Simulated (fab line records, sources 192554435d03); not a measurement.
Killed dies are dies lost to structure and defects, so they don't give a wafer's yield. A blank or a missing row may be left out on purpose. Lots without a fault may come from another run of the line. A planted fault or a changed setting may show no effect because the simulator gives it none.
Chamber matching | flow n5_finfet | N5_MOL_CONTACT_COAG_VIA_ETCH_117 on rie_diel-06: 4 sister chambers
The step etches SiO2 in C4F6/O2, target depth 40 nm, overetch 8 nm, time 26 s. 22 wafers are shown with their chamber, then 11 later ones without.

WAFERS WITH THEIR CHAMBER
wafer  | chamber | rf_vpp_V (V) | drypump_motor_current_A (A) | showerhead_plenum_p_Torr (Torr)
L075.1 | 1       | 1640         | 6.6                         | 2.94
L075.3 | 2       | 1550         | 6.3                         | 2.81
L075.4 | 3       | 1541         | 5.4                         | 2.68
L078.2 | 3       | 1539         | 5.4                         | 2.68
L078.4 | 0       | 1637         | 5.8                         | 2.95
L078.5 | 0       | 1636         | 5.8                         | 2.95
L081.1 | 2       | 1549         | 6.3                         | 2.81
L081.4 | 1       | 1641         | 6.6                         | 2.93
L081.5 | 2       | 1550         | 6.3                         | 2.81
L083.1 | 1       | 1639         | 6.6                         | 2.93
L083.5 | 2       | 1548         | 6.3                         | 2.80
L083.6 | 1       | 1639         | 6.6                         | 2.93
L084.2 | 0       | 1637         | 5.8                         | 2.94
L084.3 | 1       | 1639         | 6.6                         | 2.93
L084.5 | 2       | 1549         | 6.3                         | 2.80
L085.3 | 1       | 1639         | 6.6                         | 2.93
L085.5 | 2       | 1549         | 6.3                         | 2.80
L085.6 | 1       | 1639         | 6.6                         | 2.93
L087.2 | 0       | 1635         | 5.7                         | 2.94
L087.3 | 2       | 1548         | 6.3                         | 2.80
L087.5 | 0       | 1635         | 5.7                         | 2.94
L089.1 | 2       | 1549         | 6.3                         | 2.80

SIGNATURES (means of the wafers above)
reading                  | chamber 0 | chamber 1 | chamber 2 | chamber 3 | scatter within a chamber
rf_vpp_V                 | 1636.00   | 1639.43   | 1549.00   | 1540.00   | 0.873
drypump_motor_current_A  | 5.760     | 6.600     | 6.300     | 5.400     | 0.0258
showerhead_plenum_p_Torr | 2.9440    | 2.9314    | 2.8037    | 2.6800    | 0.00467
Rule: a wafer's distance from a chamber is the root of the sum, over the readings, of the square of ((its reading less the chamber's mean) divided by the reading's scatter). The wafer belongs to the nearest chamber; if the next one is less than 2 further off, it can't be placed. The scatter: the root of (the sum of the squares of (reading less its chamber's mean) over the shown wafers, divided by (wafers less chambers)).

WAFERS WITHOUT THEIR CHAMBER
wafer  | rf_vpp_V (V) | drypump_motor_current_A (A) | showerhead_plenum_p_Torr (Torr)
L089.5 | 1566         | 5.4                         | 3.02
L089.6 | 1636         | 5.7                         | 2.93
L091.3 | 1638         | 6.6                         | 2.92
L091.4 | 1638         | 6.6                         | 2.93
L091.6 | 1634         | 5.7                         | 2.93
L090.1 | 1636         | 5.7                         | 2.93
L090.3 | 1638         | 6.6                         | 2.92
L090.5 | 1639         | 6.6                         | 2.92
L095.2 | 1548         | 6.3                         | 2.80
L095.4 | 1567         | 5.4                         | 3.01
L095.6 | 1638         | 6.6                         | 2.92

WHICH CHAMBER EACH WENT THROUGH
wafer  | from the rows above | in truth
L089.5 | 2                   | 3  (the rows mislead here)
L089.6 | 0                   | 0
L091.3 | 1                   | 1
L091.4 | 1                   | 1
L091.6 | 0                   | 0
L090.1 | 0                   | 0
L090.3 | 1                   | 1
L090.5 | 1                   | 1
L095.2 | 2                   | 2
L095.4 | 2                   | 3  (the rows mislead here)
L095.6 | 1                   | 1
Placed correctly: 9 of 11. Can't be placed from these rows: 0. Placed wrongly: 2.
